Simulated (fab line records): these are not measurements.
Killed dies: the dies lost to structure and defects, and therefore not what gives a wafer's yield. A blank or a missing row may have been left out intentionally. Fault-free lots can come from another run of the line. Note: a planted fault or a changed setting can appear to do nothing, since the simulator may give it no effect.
Which of the tools did it? / flow n5_finfet / 11 lots with 33 wafers sampled at 3 steps, on a route of 1938 steps

## WHAT THE GAUGES SHOWED, per wafer
N5_PASSIVATION_CD_MEAS_10: the cd target is 3000 nm. Usual: 3000.0 nm for cd_nm, sd 2.2.
lot=L363; measured=day 12 06:30; on=cd_sem-01; cd_nm (nm)=2997.0 2999.0 2998.2; flag=
lot=L364; measured=day 12 15:32; on=cd_sem-02; cd_nm (nm)=3001.6 3002.9 3003.9; flag=
lot=L367; measured=day 13 17:31; on=cd_sem-02; cd_nm (nm)=3000.8 2999.1 2996.3; flag=
lot=L365; measured=day 14 01:32; on=cd_sem-01; cd_nm (nm)=3000.0 2995.2 2996.3; flag=
lot=L368; measured=day 13 14:18; on=cd_sem-01; cd_nm (nm)=2998.4 2999.4 2998.9; flag=
lot=L369; measured=day 14 06:19; on=cd_sem-02; cd_nm (nm)=2998.2 2999.1 2997.5; flag=
lot=L370; measured=day 14 05:57; on=cd_sem-03; cd_nm (nm)=2999.4 3001.4 3002.2; flag=
lot=L371; measured=day 13 21:51; on=cd_sem-02; cd_nm (nm)=3004.9 3002.9 3003.8; flag=
lot=L374; measured=day 15 09:05; on=cd_sem-03; cd_nm (nm)=2997.5 2998.9 2998.8; flag=
lot=L385; measured=day 18 09:48; on=cd_sem-01; cd_nm (nm)=3000.8 2999.5 2999.0; flag=
lot=L384; measured=day 18 04:38; on=cd_sem-03; cd_nm (nm)=2999.8 3000.2 3002.9; flag=

## EACH LOT AND THE TOOL THAT RAN IT (in order: tool; ch and the chambers of the sampled wafers; start)
lot=L363; N5_BEOL_M2_ALD_84=ald_metal-04 ch 2,3, day 6 22:23; N5_MIM_BOT_ETCH_ETCH_00=rie_metal-02 ch 0,1, day 12 04:14
lot=L364; N5_BEOL_M2_ALD_84=ald_metal-04 ch 1,2,3, day 7 13:49; N5_MIM_BOT_ETCH_ETCH_00=rie_metal-01 ch 0,1, day 12 14:03
lot=L367; N5_BEOL_M2_ALD_84=ald_metal-04 ch 0,1,3, day 8 06:49; N5_MIM_BOT_ETCH_ETCH_00=rie_metal-01 ch 0,1, day 13 16:16
lot=L365; N5_BEOL_M2_ALD_84=ald_metal-02 ch 0,1,2, day 8 06:50; N5_MIM_BOT_ETCH_ETCH_00=rie_metal-03 ch 1, day 14 00:11
lot=L368; N5_BEOL_M2_ALD_84=ald_metal-01 ch 0,3, day 8 10:21; N5_MIM_BOT_ETCH_ETCH_00=rie_metal-01 ch 0,1, day 13 13:14
lot=L369; N5_BEOL_M2_ALD_84=ald_metal-04 ch 2,3, day 8 14:50; N5_MIM_BOT_ETCH_ETCH_00=rie_metal-01 ch 0,1, day 14 03:30
lot=L370; N5_BEOL_M2_ALD_84=ald_metal-02 ch 1,2, day 8 17:44; N5_MIM_BOT_ETCH_ETCH_00=rie_metal-03 ch 1, day 14 01:29
lot=L371; N5_BEOL_M2_ALD_84=ald_metal-02 ch 0,1,2, day 8 21:07; N5_MIM_BOT_ETCH_ETCH_00=rie_metal-01 ch 0,1, day 13 20:34
lot=L374; N5_BEOL_M2_ALD_84=ald_metal-02 ch 0,2, day 10 01:28; N5_MIM_BOT_ETCH_ETCH_00=rie_metal-01 ch 0,1, day 15 08:02
lot=L385; N5_BEOL_M2_ALD_84=ald_metal-04 ch 1,3, day 12 13:10; N5_MIM_BOT_ETCH_ETCH_00=rie_metal-01 ch 0,1, day 18 08:28
lot=L384; N5_BEOL_M2_ALD_84=ald_metal-01 ch 0,2,3, day 12 18:13; N5_MIM_BOT_ETCH_ETCH_00=rie_metal-01 ch 0,1, day 18 03:31
- N5_BEOL_M2_ALD_84: deposits TaN, pulse time 2 s, purge time 3 s, co reactant purge time 2 s.
- N5_MIM_BOT_ETCH_ETCH_00: etches TiN in Cl2/BCl3, target depth 45.5 nm.

## AS READ BY THE TOOLS THEMSELVES (means over the sampled wafers that have a number; for cases with no such wafer, the mark the record gives instead)
N5_BEOL_M2_ALD_84. Usual: heater_power_w 400 W, standard deviation 34; precursor_vessel_carrier_sccm 1000.1 sccm, standard deviation 2.9; precursor_vessel_temp_c 75.01 C, standard deviation 0.12.
lot=L363; tool=ald_metal-04; heater_power_w (W)=346; precursor_vessel_carrier_sccm (sccm)=1000.0; precursor_vessel_temp_c (C)=75.12; flag=
lot=L364; tool=ald_metal-04; heater_power_w (W)=379; precursor_vessel_carrier_sccm (sccm)=997.7; precursor_vessel_temp_c (C)=74.97; flag=
lot=L367; tool=ald_metal-04; heater_power_w (W)=410; precursor_vessel_carrier_sccm (sccm)=998.8; precursor_vessel_temp_c (C)=74.99; flag=
lot=L365; tool=ald_metal-02; heater_power_w (W)=407; precursor_vessel_carrier_sccm (sccm)=1002.5; precursor_vessel_temp_c (C)=74.95; flag=
lot=L368; tool=ald_metal-01; heater_power_w (W)=377; precursor_vessel_carrier_sccm (sccm)=999.1; precursor_vessel_temp_c (C)=75.08; flag=
lot=L369; tool=ald_metal-04; heater_power_w (W)=344; precursor_vessel_carrier_sccm (sccm)=999.0; precursor_vessel_temp_c (C)=75.20; flag=
lot=L370; tool=ald_metal-02; heater_power_w (W)=409; precursor_vessel_carrier_sccm (sccm)=1002.4; precursor_vessel_temp_c (C)=75.04; flag=
lot=L371; tool=ald_metal-02; heater_power_w (W)=406; precursor_vessel_carrier_sccm (sccm)=997.5; precursor_vessel_temp_c (C)=75.05; flag=
lot=L374; tool=ald_metal-02; heater_power_w (W)=407; precursor_vessel_carrier_sccm (sccm)=1000.5; precursor_vessel_temp_c (C)=75.05; flag=
lot=L385; tool=ald_metal-04; heater_power_w (W)=415; precursor_vessel_carrier_sccm (sccm)=1004.4; precursor_vessel_temp_c (C)=75.07; flag=
lot=L384; tool=ald_metal-01; heater_power_w (W)=386; precursor_vessel_carrier_sccm (sccm)=1001.1; precursor_vessel_temp_c (C)=75.02; flag=

N5_MIM_BOT_ETCH_ETCH_00. Usual: drypump_motor_current_A 5.7 A, standard deviation 0.38; oes_ar_750_au 0.80 a.u., standard deviation 0.12; oes_product_au 0.80 a.u., standard deviation 0.11; throttle_valve_pct 21.9 %, standard deviation 0.31.
lot=L363; tool=rie_metal-02; drypump_motor_current_A (A)=6.4; oes_ar_750_au (a.u.)=0.77; oes_product_au (a.u.)=0.76; throttle_valve_pct (%)=22.0; flag=
lot=L364; tool=rie_metal-01; drypump_motor_current_A (A)=5.5; oes_ar_750_au (a.u.)=0.78; oes_product_au (a.u.)=0.77; throttle_valve_pct (%)=21.8; flag=
lot=L367; tool=rie_metal-01; drypump_motor_current_A (A)=5.5; oes_ar_750_au (a.u.)=0.77; oes_product_au (a.u.)=0.76; throttle_valve_pct (%)=21.8; flag=
lot=L365; tool=rie_metal-03; drypump_motor_current_A (A)=5.5; oes_ar_750_au (a.u.)=0.70; oes_product_au (a.u.)=0.74; throttle_valve_pct (%)=22.5; flag=
lot=L368; tool=rie_metal-01; drypump_motor_current_A (A)=5.5; oes_ar_750_au (a.u.)=0.77; oes_product_au (a.u.)=0.77; throttle_valve_pct (%)=21.8; flag=
lot=L369; tool=rie_metal-01; drypump_motor_current_A (A)=5.4; oes_ar_750_au (a.u.)=0.76; oes_product_au (a.u.)=0.76; throttle_valve_pct (%)=21.8; flag=
lot=L370; tool=rie_metal-03; drypump_motor_current_A (A)=5.5; oes_ar_750_au (a.u.)=0.70; oes_product_au (a.u.)=0.74; throttle_valve_pct (%)=22.5; flag=
lot=L371; tool=rie_metal-01; drypump_motor_current_A (A)=5.5; oes_ar_750_au (a.u.)=0.84; oes_product_au (a.u.)=0.84; throttle_valve_pct (%)=21.7; flag=
lot=L374; tool=rie_metal-01; drypump_motor_current_A (A)=5.5; oes_ar_750_au (a.u.)=0.76; oes_product_au (a.u.)=0.76; throttle_valve_pct (%)=21.8; flag=
lot=L385; tool=rie_metal-01; drypump_motor_current_A (A)=5.5; oes_ar_750_au (a.u.)=0.80; oes_product_au (a.u.)=0.81; throttle_valve_pct (%)=21.7; flag=
lot=L384; tool=rie_metal-01; drypump_motor_current_A (A)=5.4; oes_ar_750_au (a.u.)=0.73; oes_product_au (a.u.)=0.73; throttle_valve_pct (%)=21.8; flag=

## THE ANSWER, worked out from the rows above alone
Rule: lot off if the mean of its wafers having a number is beyond 3 standard deviations from the usual mean. Also off: a lot with no number at a reading for which 4 or more lots have one. Any other lot the step has rows for is counted as sound. After the gauges, taken in route order, come the tools' own readings; for these a lot's mean is taken, as printed above. At the first step where some lot is off, the reading lying furthest off is the one used; lots without a number count as furthest.
Nothing can be told from this: no lot is off at any reading shown.

## WHAT HAD BEEN PUT IN BY THE SIMULATOR
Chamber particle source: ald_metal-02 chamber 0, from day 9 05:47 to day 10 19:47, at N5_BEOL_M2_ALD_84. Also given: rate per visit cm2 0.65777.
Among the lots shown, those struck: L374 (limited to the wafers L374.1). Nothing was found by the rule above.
